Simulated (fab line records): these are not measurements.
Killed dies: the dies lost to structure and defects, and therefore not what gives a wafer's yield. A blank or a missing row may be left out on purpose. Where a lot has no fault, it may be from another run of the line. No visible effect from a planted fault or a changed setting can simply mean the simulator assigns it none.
Struck lot and sound lot, side by side -- flow n5-finfet -- 37 steps out of a route of 1938
Sound: the wafers L621.1, L621.3, L621.5. Struck: wafer L635.5; the same lot's L635.1 was not struck, so it is left out; see the end for the cause.
At each step with rows: each side's tool, then ch and its chambers, then its first start. Under that, the readings that differ: sound wafers -- struck wafers -- difference of the means -- sigmas: that difference in standard deviations of wafers without a fault.
alike: words and numbers the same on both sides, and readings whose means are apart by under 2 such deviations; not compared: readings that were withheld, readings missing a value for some wafer, numbers with overlapping values and no deviation given by the record, and bounds like >300 which may hide the same value.
Wherever a step has rows on one side only, a row that says differs or no value, or a row with sigmas, the two part there. When numbers do not overlap yet have no deviation, they are printed without sigmas and do not part them. A reading missing from all wafers of one side parts the sides only when that side holds two or more wafers.

first, 9 steps without rows for these wafers: N5_BEOL_M0_SAQP_COAT_34 (resist thk 30 nm); N5_BEOL_M0_SAQP_EBR_36; N5_BEOL_M0_SAQP_SOFTBAKE_35 (time 60 s); N5_BEOL_M0_SAQP_EXPOSE_37 (exposes mask M0 CUT1, target cd 30 nm); N5_BEOL_M0_SAQP_PEB_38 (peb time 60 s); N5_BEOL_M0_SAQP_DEVELOP_39 (develop time 30 s); N5_BEOL_M0_SAQP_DESCUM_45 (chemistry O2, time 7 s); N5_BEOL_M0_SAQP_ETCH_88 (etches underlayer in N2/H2, target depth 6.5 nm, time 5.2 s); N5_BEOL_M0_SAQP_ETCH_73 (etches SiARC in CF4, target depth 19.5 nm, time 32.5 s).
N5_BEOL_M0_SAQP_CUT_ETCH_46: etches SOC in N2/H2, target depth 135 nm, overetch 27 nm, time 202.5 s.
  sound on rie-diel-05 ch 0,3, day 6 17:01; struck on rie-diel-05 ch 2, day 10 15:05
reading,sound,struck,difference,sigmas
model.SiARC_of_BEOL_M0_SAQP_COAT_72.thk-nm (nm),5.4 5.2 5.4,7.2,+1.9,
model.BEOL_M0_SAQP.cd-nm (nm),29.6 29.4 29.4,28.4,-1.1,
  alike: drypump-motor-current-A, rf-vpp-V, showerhead-plenum-p-Torr, throttle-valve-pct
  not compared: rf-hours-counter-h
then, 3 steps without rows for these wafers: N5_BEOL_M0_SAQP_STRIP_74 (strips in N2/H2); N5_BEOL_M0_SAQP_STRIP_89 (strips in N2/H2); N5_BEOL_M0_SAQP_ALD_48 (deposits SiO2, target thk 20 nm, pulse time 1 s, co reactant pulse time 1 s).
N5_BEOL_M0_SAQP_ETCH_49: etches SiO2 in CF4/O2, target depth 37 nm.
  sound on rie-diel-01 ch 0,1, day 6 17:50; struck on rie-diel-01 ch 3, day 10 17:11
reading,sound,struck,difference,sigmas
drypump-motor-current-A (A),5.6 5.0 5.6,6.2,+0.8,+2
model.BEOL_M0_SAQP.cd-nm (nm),29.6 29.4 29.6,28.2,-1.3,
  alike: oes-product-au, rf-vpp-V, showerhead-plenum-p-Torr, throttle-valve-pct
  not compared: rf-hours-counter-h
then, 21 steps without rows for these wafers: N5_BEOL_M0_SAQP_STRIP_75 (strips in CF4); N5_BEOL_M0_CUTY_COAT_50 (time 60 s, resist thk 15 nm); N5_BEOL_M0_CUTY_COAT_51 (resist thk 150 nm); N5_BEOL_M0_CUTY_EBR_52; N5_BEOL_M0_CUTY_SOFTBAKE_53 (time 60 s); N5_BEOL_M0_CUTY_EXPOSE_54 (exposes mask M0 ABLK); N5_BEOL_M0_CUTY_PEB_55 (peb time 60 s); N5_BEOL_M0_CUTY_DEVELOP_56 (develop time 30 s); N5_BEOL_M0_CUTY_DESCUM_61 (chemistry O2, time 7.9 s); N5_BEOL_M0_CUTY_ETCH_62 (etches SiARC in CF4, time 58.5 s); N5_BEOL_M0_CUTY_ETCH_63 (etches SOC in N2/H2, target depth 82.7 nm, overetch 16.5 nm, time 124 s); N5_BEOL_M0_CUTY_STRIP_64 (strips in N2/H2); N5_BEOL_M0_ETCH_138 (etches SiCN in CH3F/O2, target depth 12 nm, time 31.6 s); N5_BEOL_M0_HM_OPEN_105 (chemistry Cl2/BCl3, target TiN, target depth 12 nm); N5_BEOL_M0_STRIP_140 (strips in CF4); N5_BEOL_M0_STRIP_104 (strips in N2/H2); N5_BEOL_M0_WET_ETCH_106 (etches SiO2 in DHF, target depth 130 nm, rinse time 30 s); N5_BEOL_M0_ETCH_128 (etches SiCN in CF4/N2, target depth 12 nm, overetch 5.1 nm, time 21.4 s); N5_BEOL_M0_TRENCH_ETCH_107 (etches SiOC in C4F6/O2, target depth 32.8 nm, time 16.4 s); N5_BEOL_M0_STRIP_142 (strips in N2/H2, time 10 s); N5_BEOL_M0_HM_STRIP_129 (strips TiN in peroxide tin strip, target depth 17 nm, time 108 s).
N5_BEOL_M4_RC_MEAS_101:
  the record has rows for the sound wafers here (prober-01 ch 0, day 14 04:29) and none for the struck ones
-- the record jumps here: 13 days lie between the struck wafers' starts before and after (it left off in module BEOL_M4 and takes up again in module PASSIVATION, whose first step shown is number 1936 of the route) --
N5_PASSIVATION_PROBE_49:
  struck on prober-02, day 23 18:23; sound on prober-02, day 18 15:23
reading,sound,struck,difference,sigmas
defect-limited-yield (%),91.4 92.1 90.1,2.5,-88.7,-59
killed_at_M0_to_M3,33 47 51,1070,+1026,+93
killed-at-contacts,14 5 8,29,+20,+3
killed-dies,101 93 117,1150,+1046,+58
killed-on-rim,10 13 13,152,+140,+39
sort_bin_5_function (%),4.6 5.3 5.7,93.1,+87.9,+80
sort-n-pass,1079 1087 1063,30,-1046,-58
sort-yield-pct (%),91.4 92.1 90.1,2.5,-88.7,-59
  alike: killed_at_M4_up, killed-at-front-end, killed-at-other, killed-open, killed-short, sort_bin_6_memory

## WHERE THEY PART
At N5_BEOL_M0_SAQP_ETCH_49 first; at N5_PASSIVATION_PROBE_49 last (within this record only).

WHY: what had been put in by the simulator
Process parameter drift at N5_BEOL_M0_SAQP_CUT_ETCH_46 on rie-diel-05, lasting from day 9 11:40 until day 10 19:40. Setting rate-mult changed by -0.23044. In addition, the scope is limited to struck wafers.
